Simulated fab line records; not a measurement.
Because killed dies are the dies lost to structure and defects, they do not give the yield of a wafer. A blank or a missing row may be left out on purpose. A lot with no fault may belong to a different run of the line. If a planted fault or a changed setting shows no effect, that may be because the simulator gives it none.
fab line records	flow n5-finfet	part 1 of 2: steps 1 to 27 of 37
record lots=5	wafers=15	last-day=17
route steps=1938 shown BEOL_M3@1001 BEOL_M4@1021
lots untouched by any fault: they come from a run of this same line in which no faults occurred
start-h: the number of hours between the record's first day and the start of the first shown wafer of the lot	wait-h: time in hours since the lot's previous step	" identical to the entry in the row above	L1.1+2: one row covering several wafers at once	- value missing, or start not given	* or withheld: withheld	< > ~ a bound
route shown NAME@n: a module of which the file shows steps, and the number in the route of the first	usual: mean and standard deviation over wafers with no fault	same: alike in all rows	chamber/n: place in a boat	sites: each site's reading	_std_site: their standard deviation	_edge_site: inner sites' mean taken away from outer sites' mean	radius-mm: for every site, how far away it sits from the centre of the wafer	mask NAME#n: copy n	behind: the last tool/chamber to shape the wafer	hold: the reason the lot was held/the length of the hold in hours/how it ended	device: transistor that didn't switch, given as n, p or np	end of line: tests run on the same wafers once the route is complete	for a step that has no rows: nothing shown but its recipe	killed: count of dies lost to structure and defects at first sort (not the wafer's yield)	map: a wafer's dies, x killed, . not, _ none there
set.NAME: setting as actually run; set.NAME@STEP: the setting as run at that earlier step	model.NAME: the simulator's own value behind a step, which no gauge read
lots seen at some steps along the route; tables by step, rows by wafer
services: the hour from which a tool's chamber was out of use, counted from the record's first day as start-h (under 0 if before that day), plus the number of hours and why
## steps
# step N5_BEOL_M3_ANNEAL_87
# recipe temp-c=400	time-s=240	ambient=vacuum
# usual heater-power-w=806/78
lot.wafer	tool	chamber	start-h	wait-h	heater-power-w
L076.3	pvd-sputter-01	-	187.21	0.0	792
L076.5	"	-	"	"	764
L076.6	"	-	"	"	720
L080.2	pvd-sputter-03	-	204.36	0.0	752
L080.4	"	-	"	"	874
L080.5	"	-	"	"	674
L085.1	pvd-sputter-03	-	227.61	0.0	843
L085.3	"	-	"	"	886
L085.4	"	-	"	"	677
L089.2	pvd-sputter-02	-	260.33	0.0	864
L089.3	"	-	"	"	838
L089.4	"	-	"	"	729
L091.1	pvd-sputter-02	-	265.51	0.0	858
L091.4	"	-	"	"	719
L091.5	"	-	"	"	878
# step N5_BEOL_M3_SPUTTER_88
# recipe material=Cu	target-thk-a=45	temp-c=-20	chamber-pressure-pa=0.07	power-w=withheld	time-s=8.29
# usual throttle-valve-pct=30.1/1.1
lot.wafer	tool	chamber	start-h	wait-h	throttle-valve-pct
L076.3	pvd-sputter-01	-	187.35	0.1	30.6
L076.5	"	-	"	"	30.7
L076.6	"	-	"	"	30.7
L080.2	pvd-sputter-03	-	204.50	0.1	30.0
L080.4	"	-	"	"	28.3
L080.5	"	-	"	"	30.9
L085.1	pvd-sputter-03	-	227.75	0.1	31.1
L085.3	"	-	"	"	28.2
L085.4	"	-	"	"	31.0
L089.2	pvd-sputter-02	-	260.47	0.1	31.1
L089.3	"	-	"	"	28.4
L089.4	"	-	"	"	29.5
L091.1	pvd-sputter-02	-	265.65	0.1	31.0
L091.4	"	-	"	"	29.8
L091.5	"	-	"	"	31.0
# step N5_BEOL_M3_ANNEAL_89
# recipe temp-c=400	time-s=240	ambient=vacuum
# usual heater-power-w=806/78
lot.wafer	tool	chamber	start-h	wait-h	heater-power-w
L076.3	pvd-sputter-01	-	187.43	0.0	787
L076.5	"	-	"	"	795
L076.6	"	-	"	"	737
L080.2	pvd-sputter-03	-	204.58	0.0	748
L080.4	"	-	"	"	888
L080.5	"	-	"	"	657
L085.1	pvd-sputter-03	-	227.83	0.0	832
L085.3	"	-	"	"	917
L085.4	"	-	"	"	677
L089.2	pvd-sputter-02	-	260.55	0.0	875
L089.3	"	-	"	"	849
L089.4	"	-	"	"	716
L091.1	pvd-sputter-02	-	265.73	0.0	876
L091.4	"	-	"	"	700
L091.5	"	-	"	"	864
# step N5_BEOL_M3_SPUTTER_90
# recipe material=Cu	target-thk-a=45	temp-c=-20	chamber-pressure-pa=0.07	power-w=withheld	time-s=8.29
# usual throttle-valve-pct=30.1/1.1
lot.wafer	tool	chamber	start-h	wait-h	throttle-valve-pct
L076.3	pvd-sputter-01	-	187.57	0.1	30.6
L076.5	"	-	"	"	31.0
L076.6	"	-	"	"	30.8
L080.2	pvd-sputter-03	-	204.72	0.1	30.0
L080.4	"	-	"	"	28.0
L080.5	"	-	"	"	31.0
L085.1	pvd-sputter-03	-	227.97	0.1	30.7
L085.3	"	-	"	"	27.8
L085.4	"	-	"	"	31.3
L089.2	pvd-sputter-02	-	260.69	0.1	31.1
L089.3	"	-	"	"	28.6
L089.4	"	-	"	"	29.5
L091.1	pvd-sputter-02	-	265.87	0.1	30.7
L091.4	"	-	"	"	29.6
L091.5	"	-	"	"	31.0
# step N5_BEOL_M3_ANNEAL_91
# recipe temp-c=400	time-s=240	ambient=vacuum
# usual heater-power-w=806/79
lot.wafer	tool	chamber	start-h	wait-h	heater-power-w
L076.3	pvd-sputter-01	-	187.65	0.0	802
L076.5	"	-	"	"	795
L076.6	"	-	"	"	699
L080.2	pvd-sputter-03	-	204.80	0.0	745
L080.4	"	-	"	"	891
L080.5	"	-	"	"	669
L085.1	pvd-sputter-03	-	228.05	0.0	871
L085.3	"	-	"	"	899
L085.4	"	-	"	"	686
L089.2	pvd-sputter-02	-	260.77	0.0	883
L089.3	"	-	"	"	862
L089.4	"	-	"	"	743
L091.1	pvd-sputter-02	-	265.95	0.0	883
L091.4	"	-	"	"	734
L091.5	"	-	"	"	892
# step N5_BEOL_M3_SPUTTER_92
# recipe material=Cu	target-thk-a=45	temp-c=-20	chamber-pressure-pa=0.07	power-w=withheld	time-s=8.29
# usual throttle-valve-pct=30.2/1.1
lot.wafer	tool	chamber	start-h	wait-h	throttle-valve-pct
L076.3	pvd-sputter-01	-	187.79	0.1	30.8
L076.5	"	-	"	"	30.9
L076.6	"	-	"	"	30.6
L080.2	pvd-sputter-03	-	204.94	0.1	30.0
L080.4	"	-	"	"	28.0
L080.5	"	-	"	"	31.2
L085.1	pvd-sputter-03	-	228.19	0.1	30.6
L085.3	"	-	"	"	27.8
L085.4	"	-	"	"	31.0
L089.2	pvd-sputter-02	-	260.91	0.1	31.0
L089.3	"	-	"	"	28.5
L089.4	"	-	"	"	29.3
L091.1	pvd-sputter-02	-	266.09	0.1	31.3
L091.4	"	-	"	"	29.5
L091.5	"	-	"	"	31.1
# step N5_BEOL_M3_ANNEAL_93
# recipe temp-c=400	time-s=240	ambient=vacuum
# usual heater-power-w=804/78
lot.wafer	tool	chamber	start-h	wait-h	heater-power-w
L076.3	pvd-sputter-01	-	187.87	0.0	780
L076.5	"	-	"	"	783
L076.6	"	-	"	"	743
L080.2	pvd-sputter-03	-	205.02	0.0	736
L080.4	"	-	"	"	863
L080.5	"	-	"	"	676
L085.1	pvd-sputter-03	-	228.27	0.0	848
L085.3	"	-	"	"	905
L085.4	"	-	"	"	673
L089.2	pvd-sputter-02	-	260.99	0.0	866
L089.3	"	-	"	"	835
L089.4	"	-	"	"	722
L091.1	pvd-sputter-02	-	266.17	0.0	855
L091.4	"	-	"	"	735
L091.5	"	-	"	"	867
# step N5_BEOL_M3_SPUTTER_94
# recipe material=Cu	target-thk-a=45	temp-c=-20	chamber-pressure-pa=0.07	power-w=withheld	time-s=8.29
# usual throttle-valve-pct=30.2/1.1
lot.wafer	tool	chamber	start-h	wait-h	throttle-valve-pct
L076.3	pvd-sputter-01	-	188.01	0.1	30.8
L076.5	"	-	"	"	30.8
L076.6	"	-	"	"	30.6
L080.2	pvd-sputter-03	-	205.16	0.1	29.9
L080.4	"	-	"	"	27.9
L080.5	"	-	"	"	30.9
L085.1	pvd-sputter-03	-	228.41	0.1	30.7
L085.3	"	-	"	"	27.6
L085.4	"	-	"	"	31.0
L089.2	pvd-sputter-02	-	261.13	0.1	30.9
L089.3	"	-	"	"	28.6
L089.4	"	-	"	"	29.4
L091.1	pvd-sputter-02	-	266.31	0.1	31.2
L091.4	"	-	"	"	29.5
L091.5	"	-	"	"	31.4
# step N5_BEOL_M3_ANNEAL_95
# recipe temp-c=400	time-s=240	ambient=vacuum
# usual heater-power-w=805/78
lot.wafer	tool	chamber	start-h	wait-h	heater-power-w
L076.3	pvd-sputter-01	-	188.09	0.0	792
L076.5	"	-	"	"	782
L076.6	"	-	"	"	743
L080.2	pvd-sputter-03	-	205.24	0.0	760
L080.4	"	-	"	"	898
L080.5	"	-	"	"	696
L085.1	pvd-sputter-03	-	228.49	0.0	852
L085.3	"	-	"	"	902
L085.4	"	-	"	"	691
L089.2	pvd-sputter-02	-	261.21	0.0	867
L089.3	"	-	"	"	857
L089.4	"	-	"	"	707
L091.1	pvd-sputter-02	-	266.39	0.0	875
L091.4	"	-	"	"	735
L091.5	"	-	"	"	886
# step N5_BEOL_M3_SPUTTER_96
# recipe material=Cu	target-thk-a=45	temp-c=-20	chamber-pressure-pa=0.07	power-w=withheld	time-s=8.29
# usual throttle-valve-pct=30.1/1.1
lot.wafer	tool	chamber	start-h	wait-h	throttle-valve-pct
L076.3	pvd-sputter-01	-	188.23	0.1	30.9
L076.5	"	-	"	"	30.8
L076.6	"	-	"	"	30.8
L080.2	pvd-sputter-03	-	205.38	0.1	30.0
L080.4	"	-	"	"	27.9
L080.5	"	-	"	"	30.8
L085.1	pvd-sputter-03	-	228.63	0.1	31.0
L085.3	"	-	"	"	27.8
L085.4	"	-	"	"	31.2
L089.2	pvd-sputter-02	-	261.35	0.1	31.0
L089.3	"	-	"	"	28.7
L089.4	"	-	"	"	29.5
L091.1	pvd-sputter-02	-	266.53	0.1	30.8
L091.4	"	-	"	"	29.6
L091.5	"	-	"	"	31.0
# step N5_BEOL_M3_ECD_50
# recipe material=Cu	target-thk-a=3000
lot.wafer	tool	chamber	start-h	wait-h
L076.3+5+6	ecd-cu-01	0,0,1	188.37	0.1
L080.2+4+5	ecd-cu-01	1,1,0	205.50	0.1
L085.1+3+4	ecd-cu-01	0,1,0	228.74	0.1
L089.2+3+4	ecd-cu-02	0,1,0	261.47	0.1
L091.1+4+5	ecd-cu-02	0,1,0	266.65	0.1
# step N5_BEOL_M3_ANNEAL_51
# recipe temp-c=225	time-s=90	ambient=N2
# usual wafer_temp_C_max=226.41/0.28
lot.wafer	tool	chamber	start-h	wait-h	wafer_temp_C_max
L076.3	rtp-anneal-01	0	188.52	0.1	226.24
L076.5	"	0	"	"	226.40
L076.6	"	0	"	"	226.30
L080.2	rtp-anneal-01	0	205.63	0.1	225.72
L080.4	"	0	"	"	226.24
L080.5	"	0	"	"	226.10
L085.1	rtp-anneal-01	0	229.04	0.3	226.20
L085.3	"	0	"	"	226.18
L085.4	"	0	"	"	225.90
L089.2	rtp-anneal-02	0	261.59	0.1	226.66
L089.3	"	0	"	"	226.19
L089.4	"	0	"	"	226.52
L091.1	rtp-anneal-02	0	266.73	0.1	226.43
L091.4	"	0	"	"	226.14
L091.5	"	0	"	"	226.38
# step N5_BEOL_M3_CMP_52
# recipe stop-on=SiOC	t-overpolish-s=6.8	down-force-psi=1	platen-rpm=50	clearing-platen-down-force-psi=1.5	clearing-platen-rpm=50	post-cmp-clean=cu-alkaline	target-thk-nm=40	clearing-platen-pad-velocity-m-s=0.99484	pad-velocity-m-s=0.99484
# usual barrier-field-endpoint-s=24.5/0.62	motor-current-A=5.8/0.52	overpolish-run-s=6.799/0.0088	slurry-filter-dp-kPa=13.49/0.14	time-to-endpoint-s=62.0/2.9
lot.wafer	tool	chamber	start-h	wait-h	barrier-field-endpoint-s	motor-current-A	overpolish-run-s	slurry-filter-dp-kPa	time-to-endpoint-s
L076.3	cmp-04	1	188.84	0.3	23.6	5.4	6.790	13.46	59.6
L076.6	"	2	"	"	23.6	5.8	6.788	13.28	57.4
L076.5	"	3	"	"	23.7	4.6	6.777	13.75	61.3
L080.4	cmp-03	1	205.88	0.1	24.8	5.5	6.786	13.64	67.5
L080.2	"	3	"	"	24.9	6.5	6.798	13.53	69.5
L080.5	"	1	"	"	24.8	6.1	6.801	13.56	65.5
L085.4	cmp-03	3	229.49	0.3	24.3	6.4	6.793	13.40	64.3
L085.1	"	1	"	"	24.4	6.1	6.809	13.81	65.3
L085.3	"	2	"	"	24.2	5.8	6.803	13.43	65.7
L089.2	cmp-04	2	261.90	0.3	24.3	5.6	6.795	13.48	61.2
L089.4	"	3	"	"	24.4	4.9	6.790	13.26	58.7
L089.3	"	0	"	"	24.9	5.1	6.796	13.67	64.1
L091.4	cmp-01	0	267.04	0.1	25.0	6.1	6.799	13.21	63.5
L091.1	"	2	"	"	23.7	6.4	6.797	13.52	56.4
L091.5	"	1	"	"	23.9	5.0	6.814	13.30	57.9
# step N5_BEOL_M3_THK_MEAS_53
# recipe thk-meas-gauge=xrf	reads=Cu_of_BEOL_M3_ECD_50
# usual M3_THK=39.2/1.2
lot.wafer	tool	chamber	start-h	wait-h	M3_THK[nm]
L076.3	film-metro-01	-	189.02	-	37.9
L076.5	"	-	"	"	39.6
L076.6	"	-	"	"	38.9
L080.2	film-metro-02	-	206.17	-	39.6
L080.4	"	-	"	"	41.4
L080.5	"	-	"	"	40.9
L085.1	film-metro-02	-	229.78	-	39.6
L085.3	"	-	"	"	37.9
L085.4	"	-	"	"	39.6
L089.2	film-metro-01	-	262.16	-	38.0
L089.3	"	-	"	"	40.8
L089.4	"	-	"	"	38.8
L091.1	film-metro-01	-	267.33	-	39.2
L091.4	"	-	"	"	40.0
L091.5	"	-	"	"	39.2
# step N5_BEOL_M3_PRE_CLEAN_60
# recipe gas=NH3/H2	time-s=15	temp-c=*	rf-power-w=300
# usual heater-power-w=81/14
lot.wafer	tool	chamber	start-h	wait-h	heater-power-w
L076.3	cvd-co-01	0	189.06	0.0	75
L076.5	"	1	"	"	114
L076.6	"	0	"	"	76
L080.2	cvd-co-01	2	206.21	0.0	69
L080.4	"	2	"	"	70
L080.5	"	0	"	"	78
L085.1	cvd-co-02	2	229.82	0.0	79
L085.3	"	0	"	"	72
L085.4	"	0	"	"	72
L089.2	cvd-co-01	0	262.43	0.3	76
L089.3	"	2	"	"	68
L089.4	"	2	"	"	69
L091.1	cvd-co-02	1	267.37	0.0	80
L091.4	"	2	"	"	79
L091.5	"	2	"	"	80
# step N5_BEOL_M3_CO_CAP_55
# recipe material=Co	target-thk-a=20	temp-c=200	precursor=CCTBA/H2	pressure-torr=30	time-s=102.1
# usual heater-power-w=231/17
lot.wafer	tool	chamber	start-h	wait-h	heater-power-w
L076.3	cvd-co-01	0	189.10	0.0	229
L076.5	"	1	"	"	274
L076.6	"	0	"	"	226
L080.2	cvd-co-01	2	206.25	0.0	217
L080.4	"	2	"	"	214
L080.5	"	0	"	"	230
L085.1	cvd-co-02	2	229.86	0.0	228
L085.3	"	0	"	"	212
L085.4	"	0	"	"	217
L089.2	cvd-co-01	0	262.47	0.0	229
L089.3	"	2	"	"	214
L089.4	"	2	"	"	213
L091.1	cvd-co-02	1	267.43	0.0	227
L091.4	"	2	"	"	236
L091.5	"	2	"	"	233
# step N5_BEOL_M3_PRE_CLEAN_56
# recipe gas=NH3	time-s=15	temp-c=withheld	rf-power-w=300
lot.wafer	tool	chamber	start-h	wait-h
L076.3+5+6	pecvd-01	0,1,2	189.19	0.1
L080.2+4+5	pecvd-01	2,0,1	206.34	0.1
L085.1+3+4	pecvd-03	0,1,0	229.95	0.1
L089.2+3+4	pecvd-01	0,2,0	262.56	0.1
L091.1+4+5	pecvd-02	1,0,1	267.56	0.1
# step N5_BEOL_M3_DEP_57
# recipe material=SiCN	target-thk-a=80	temp-c=withheld	precursor=3MS/NH3	pressure-torr=3	rf-w=202	time-s=14
# usual showerhead-plenum-p-Torr=3.665/0.015	throttle-valve-pct=9.1/0.44
lot.wafer	tool	chamber	start-h	wait-h	showerhead-plenum-p-Torr	throttle-valve-pct
L076.3	pecvd-01	0	189.21	0.0	3.656	9.1
L076.5	"	1	"	"	3.652	9.3
L076.6	"	2	"	"	3.647	8.7
L080.2	pecvd-01	2	206.37	0.0	3.647	8.7
L080.4	"	0	"	"	3.660	9.2
L080.5	"	1	"	"	3.647	9.1
L085.1	pecvd-03	0	229.98	0.0	3.692	9.7
L085.3	"	1	"	"	3.651	9.5
L085.4	"	0	"	"	3.686	9.8
L089.2	pecvd-01	0	262.59	0.0	3.667	9.4
L089.3	"	2	"	"	3.646	9.0
L089.4	"	0	"	"	3.662	8.9
L091.1	pecvd-02	1	267.58	0.0	3.676	9.3
L091.4	"	0	"	"	3.680	9.1
L091.5	"	1	"	"	3.680	9.2
# step N5_BEOL_M3_RS_MEAS_58
# recipe thk-meas-gauge=four-point-probe	reads=Co_of_BEOL_M3_CO_CAP_55+Cu_of_BEOL_M3_ECD_50+Co_of_BEOL_M3_CVD_47+TaN_of_BEOL_M3_ALD_84
# usual M3_RS=0.677/0.027
lot.wafer	tool	chamber	start-h	wait-h	M3_RS[ohm/sq]
L076.3	film-metro-02	-	189.28	0.1	0.701
L076.5	"	-	"	"	0.662
L076.6	"	-	"	"	0.678
L080.2	film-metro-01	-	206.43	0.1	0.679
L080.4	"	-	"	"	0.635
L080.5	"	-	"	"	0.654
L085.1	film-metro-01	-	230.04	0.0	0.676
L085.3	"	-	"	"	0.715
L085.4	"	-	"	"	0.679
L089.2	film-metro-02	-	262.65	0.1	0.700
L089.3	"	-	"	"	0.639
L089.4	"	-	"	"	0.683
L091.1	film-metro-02	-	267.65	0.0	0.670
L091.4	"	-	"	"	0.656
L091.5	"	-	"	"	0.669
# step N5_BEOL_M3_INSPECT_59
# recipe inspect-instrument=darkfield	mode=post-dep
# usual raw-defect-count=74/23
lot.wafer	tool	chamber	start-h	wait-h	raw-defect-count
L076.3	defect-inspect-01	-	189.31	0.0	67
L076.5	"	-	"	"	49
L076.6	"	-	"	"	49
L080.2	defect-inspect-01	-	206.46	0.0	73
L080.4	"	-	"	"	85
L080.5	"	-	"	"	88
L085.1	defect-inspect-02	-	230.07	0.0	32
L085.3	"	-	"	"	51
L085.4	"	-	"	"	34
L089.2	defect-inspect-01	-	262.68	0.0	72
L089.3	"	-	"	"	79
L089.4	"	-	"	"	47
L091.1	defect-inspect-01	-	267.67	0.0	37
L091.4	"	-	"	"	87
L091.5	"	-	"	"	83
# step N5_BEOL_M4_ILD_DEP_00
# recipe material=SiOC	target-thk-a=790	temp-c=350	precursor=DEMS/O2	pressure-torr=5	rf-w=500	time-s=15.3
# usual heater-power-w=471/60	showerhead-plenum-p-Torr=5.687/0.012	throttle-valve-pct=12.0/0.47
lot.wafer	tool	chamber	start-h	wait-h	heater-power-w	showerhead-plenum-p-Torr	throttle-valve-pct
L076.3	pecvd-03	1	189.34	0.0	416	5.674	12.6
L076.5	"	2	"	"	520	5.709	10.9
L076.6	"	1	"	"	433	5.682	12.6
L080.2	pecvd-03	1	206.50	0.0	453	5.679	12.7
L080.4	"	2	"	"	619	5.719	10.6
L080.5	"	1	"	"	456	5.689	12.7
L085.1	pecvd-01	1	230.11	0.0	461	5.686	12.3
L085.3	"	0	"	"	438	5.679	12.3
L085.4	"	2	"	"	525	5.696	11.8
L089.2	pecvd-04	2	262.73	0.0	434	5.684	12.0
L089.3	"	1	"	"	469	5.674	12.1
L089.4	"	1	"	"	462	5.695	12.1
L091.1	pecvd-03	0	267.71	0.0	542	5.716	12.9
L091.4	"	1	"	"	437	5.674	12.6
L091.5	"	0	"	"	540	5.702	12.8
# step N5_BEOL_M4_THK_MEAS_01
# recipe reads=SiOC_of_BEOL_M4_ILD_DEP_00
# usual M4_ILD_THK=78.9/1.1
lot.wafer	tool	chamber	start-h	wait-h	M4_ILD_THK[nm]
L076.3	film-metro-02	-	189.41	0.1	79.0
L076.5	"	-	"	"	79.6
L076.6	"	-	"	"	80.2
L080.2	film-metro-02	-	206.56	0.1	78.0
L080.4	"	-	"	"	79.2
L080.5	"	-	"	"	80.5
L085.1	film-metro-01	-	230.19	0.1	78.1
L085.3	"	-	"	"	77.0
L085.4	"	-	"	"	80.0
L089.2	film-metro-01	-	262.81	0.1	79.5
L089.3	"	-	"	"	77.5
L089.4	"	-	"	"	78.8
L091.1	film-metro-02	-	267.78	0.0	78.7
L091.4	"	-	"	"	80.1
L091.5	"	-	"	"	79.8
# step N5_BEOL_M4_PECVD_72
# recipe material=SiO2	target-thk-a=160	temp-c=400	precursor=TEOS/O2	pressure-torr=5.5	rf-w=450	teos-flow-sccm=53.8	gas=O2	flow-sccm=3000	time-s=18
# usual heater-power-w=698/81	showerhead-plenum-p-Torr=8.77/0.061	throttle-valve-pct=22.5/1.2
lot.wafer	tool	chamber	start-h	wait-h	heater-power-w	showerhead-plenum-p-Torr	throttle-valve-pct
L076.3	pecvd-04	0	189.45	0.0	600	8.73	21.9
L076.5	"	2	"	"	610	8.74	24.1
L076.6	"	1	"	"	673	8.74	22.7
L080.2	pecvd-04	1	206.60	0.0	779	8.78	22.6
L080.4	"	0	"	"	555	8.75	22.3
L080.5	"	1	"	"	750	8.73	22.7
L085.1	pecvd-03	0	230.22	0.0	776	8.88	23.8
L085.3	"	2	"	"	871	8.86	20.0
L085.4	"	0	"	"	773	8.88	23.5
L089.2	pecvd-03	2	262.84	0.0	887	8.85	20.4
L089.3	"	0	"	"	794	8.87	23.9
L089.4	"	1	"	"	659	8.68	23.4
L091.1	pecvd-04	1	267.81	0.0	652	8.74	22.5
L091.4	"	2	"	"	714	8.72	22.0
L091.5	"	0	"	"	650	8.74	22.3
# step N5_BEOL_M4_HM_DEP_02
# recipe material=TiN	target-thk-a=200	temp-c=25	chamber-pressure-pa=0.49996
# usual throttle-valve-pct=30.5/1
lot.wafer	tool	chamber	start-h	wait-h	throttle-valve-pct
L076.3	pvd-sputter-02	-	191.05	1.6	29.5
L076.5	"	-	"	"	29.4
L076.6	"	-	"	"	31.0
L080.2	pvd-sputter-01	-	207.44	0.8	30.8
L080.4	"	-	"	"	32.2
L080.5	"	-	"	"	31.4
L085.1	pvd-sputter-01	-	231.54	1.3	32.1
L085.3	"	-	"	"	30.8
L085.4	"	-	"	"	30.8
L089.2	pvd-sputter-01	-	264.99	2.1	30.7
L089.3	"	-	"	"	30.6
L089.4	"	-	"	"	31.0
L091.1	pvd-sputter-02	-	270.26	2.4	30.2
L091.4	"	-	"	"	28.6
L091.5	"	-	"	"	29.5
# step N5_BEOL_M4_COAT_61
# recipe resist=SOC	temp-c=250	time-s=60	spin-rpm=1500	resist-thk-nm=60
lot.wafer	tool	chamber	start-h	wait-h
L076.3+5+6	litho-track-01	0	191.18	0.1
L080.2+4+5	litho-track-04	0	207.57	0.1
L085.1+3+4	litho-track-01	0	231.67	0.1
L089.2+3+4	litho-track-01	0	265.13	0.1
L091.1+4+5	litho-track-04	0	270.40	0.1
# step N5_BEOL_M4_COAT_62
# recipe resist=SiARC	temp-c=220	time-s=60	spin-rpm=1500	resist-thk-nm=12
lot.wafer	tool	chamber	start-h	wait-h
L076.3+5+6	litho-track-01	0	-	-
L080.2+4+5	litho-track-04	0	-	-
L085.1+3+4	litho-track-01	0	-	-
L089.2+3+4	litho-track-01	0	-	-
L091.1+4+5	litho-track-04	0	-	-
# step N5_BEOL_M4_COAT_73
# recipe resist=underlayer	temp-c=205	time-s=60	spin-rpm=1500	resist-thk-nm=5
lot.wafer	tool	chamber	start-h	wait-h
L076.3+5+6	litho-track-01	0	-	-
L080.2+4+5	litho-track-04	0	-	-
L085.1+3+4	litho-track-01	0	-	-
L089.2+3+4	litho-track-01	0	-	-
L091.1+4+5	litho-track-04	0	-	-
